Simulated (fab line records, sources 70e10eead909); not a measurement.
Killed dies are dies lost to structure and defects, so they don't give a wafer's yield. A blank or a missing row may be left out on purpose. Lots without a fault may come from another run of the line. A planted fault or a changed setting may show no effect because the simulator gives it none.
Chamber matching | flow nand_harc | NHARC_A_CHANNEL_FILL_D2_ALD_14 on ald_hk-01: 4 sister chambers
The step deposits SiO2, target thk 2.5 nm, pulse time 10 s, ald cycles 25. 16 wafers are shown with their chamber, then 8 later ones without.

WAFERS WITH THEIR CHAMBER
wafer  | chamber | heater_power_w (W) | precursor_pulse_height_rel
L076.2 | 0       | 408                | 1.006
L076.4 | 3       | 346                | 0.998
L076.5 | 3       | 352                | 1.000
L077.1 | 3       | 342                | 0.967
L077.3 | 1       | 409                | 0.992
L077.6 | 0       | 414                | 0.970
L078.3 | 3       | 341                | 1.020
L078.4 | 1       | 433                | 1.007
L078.6 | 0       | 416                | 1.016
L080.3 | 1       | 421                | 1.009
L080.4 | 3       | 348                | 1.018
L080.5 | 3       | 346                | 0.972
L087.1 | 1       | 427                | 0.996
L087.2 | 3       | 352                | 1.019
L087.5 | 2       | 467                | 0.976
L088.2 | 3       | 347                | 1.056

SIGNATURES (means of the wafers above)
reading                    | chamber 0 | chamber 1 | chamber 2 | chamber 3 | scatter within a chamber
heater_power_w             | 412.67    | 422.50    | 467.00    | 346.75    | 6.21
precursor_pulse_height_rel | 0.99733   | 1.00100   | 0.97600   | 1.00625   | 0.0244
Rule: a wafer's distance from a chamber is the root of the sum, over the readings, of the square of ((its reading less the chamber's mean) divided by the reading's scatter). The wafer belongs to the nearest chamber; if the next one is less than 2 further off, it can't be placed. The scatter: the root of (the sum of the squares of (reading less its chamber's mean) over the shown wafers, divided by (wafers less chambers)).

WAFERS WITHOUT THEIR CHAMBER
wafer  | heater_power_w (W) | precursor_pulse_height_rel
L088.3 | 408                | 1.035
L088.5 | 402                | 1.005
L091.1 | 351                | 0.977
L091.2 | 451                | 1.008
L091.5 | 354                | 0.987
L092.1 | 415                | 1.005
L092.3 | 466                | 0.977
L092.6 | 461                | 1.003

WHICH CHAMBER EACH WENT THROUGH
wafer  | from the rows above     | in truth
L088.3 | can't be placed: 0 or 1 | 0
L088.5 | can't be placed: 0 or 1 | 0
L091.1 | 3                       | 3
L091.2 | can't be placed: 2 or 1 | 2
L091.5 | 3                       | 3
L092.1 | can't be placed: 0 or 1 | 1
L092.3 | 2                       | 2
L092.6 | 2                       | 2
Placed correctly: 4 of 8. Can't be placed from these rows: 4 (the true chamber is among the candidates in 4). Placed wrongly: 0.
